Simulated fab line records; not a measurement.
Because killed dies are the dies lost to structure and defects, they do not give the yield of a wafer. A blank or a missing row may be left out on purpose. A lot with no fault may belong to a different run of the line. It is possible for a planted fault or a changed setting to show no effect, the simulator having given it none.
Split-lot trial	flow n5Finfet	on a route of 1938 steps: 7 lots, 21 wafers read

THE SPLIT
At N5_BEOL_M6_COAT_63 (time 60 s, resist thk 60 nm), the setting spinRpm was moved away from the recipe's 1500 rpm on 4 of the 21 wafers read, by -6.5% to +8.1%. The other wafers ran this setting at the recipe's value.

The split's own step is where the reading is taken.

THE READING
SOC_of_BEOL_M6_COAT_63.thkNm (the simulator's own value, which no gauge read), in nm, at N5_BEOL_M6_COAT_63 (time 60 s, resist thk 60 nm). There is no usual value for it anywhere in the file. Here, 17 wafers ran the recipe; their average is 60.0 nm with a standard deviation of 0.15 nm.

wafer	tool, chamber at the split	spinRpm as run, rpm	against the recipe	SOC_of_BEOL_M6_COAT_63.thkNm, nm	against lot-mates on the recipe
L080.2	lithoTrack-05, 0	1500	recipe	60	-
L080.3	lithoTrack-05, 0	1500	recipe	60	-
L080.4	lithoTrack-05, 0	1500	recipe	60	-
L078.2	lithoTrack-04, 0	1500	recipe	60.2	-
L078.4	lithoTrack-04, 0	1500	recipe	60.2	-
L078.5	lithoTrack-04, 0	1546	+3.1%	59.2	-1.0
L083.1	lithoTrack-04, 0	1403	-6.5%	62.2	+2.2
L083.3	lithoTrack-04, 0	1500	recipe	60	-
L083.6	lithoTrack-04, 0	1500	recipe	60	-
L086.1	lithoTrack-04, 0	1500	recipe	60.2	-
L086.5	lithoTrack-04, 0	1500	recipe	60.2	-
L086.6	lithoTrack-04, 0	1500	recipe	60.2	-
L089.1	lithoTrack-05, 0	1500	recipe	59.8	-
L089.3	lithoTrack-05, 0	1500	recipe	59.8	-
L089.6	lithoTrack-05, 0	1500	recipe	60	-
L094.2	lithoTrack-01, 0	1622	+8.1%	57.4	-2.4
L094.4	lithoTrack-01, 0	1500	recipe	59.8	-
L094.6	lithoTrack-01, 0	1622	+8.1%	57.8	-2.0
L092.2	lithoTrack-04, 0	1500	recipe	60	-
L092.3	lithoTrack-04, 0	1500	recipe	60.2	-
L092.6	lithoTrack-04, 0	1500	recipe	60.2	-

THE FIT
A straight line over all 21 wafers: SOC_of_BEOL_M6_COAT_63.thkNm changes by -0.308 nm for each +1% of spinRpm; r = -0.99; the points scatter about the line by 0.16 nm.
The same after taking each lot's own level away (the mean of its wafers on the recipe; 21 wafers): -0.291 nm for each +1%; r = -0.99; scatter 0.12 nm.
On that fit, the largest move of spinRpm shifts the reading by 2.4 nm.
From 59.80 to 60.20 nm: that is the span of the lots' own levels, equal to 2.7 times the standard deviation above.
The two slopes are in agreement: the lot-to-lot level therefore moves the slope only a little.
Check: with one of the wafers moved furthest among these (+8.1%) left out of the fit, the line predicts -2.31 nm for it against its lot-mates. It came out at -2.4 nm against them.

ADDITIONAL SPLITS CARRIED BY THESE WAFERS
Note: prior to the reading, these wafers also went through further splits. Each is held against what the fit with the lots' levels taken away leaves over:
other split on the same wafers	wafers away from the commonest value	r with SOC_of_BEOL_M6_COAT_63.thkNm (lot level and that fit taken away)
N5_BEOL_M1_EXPOSE_25 doseMj	9	+0.06
N5_BEOL_M2_PECVD_72 timeS	7	+0.03
N5_BEOL_M2_COAT_62 spinRpm	8	-0.02
N5_BEOL_M2_COAT_22 spinRpm	7	+0.33
N5_BEOL_M3_ETCH_64 timeS	8	-0.01
N5_BEOL_M3_COAT_67 spinRpm	6	+0.44
N5_BEOL_M5_COAT_66 spinRpm	8	+0.06

FILE'S OWN FIT
SOC_of_BEOL_M6_COAT_63.thkNm changes by -0.3 nm for each +1% of spinRpm, r = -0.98.
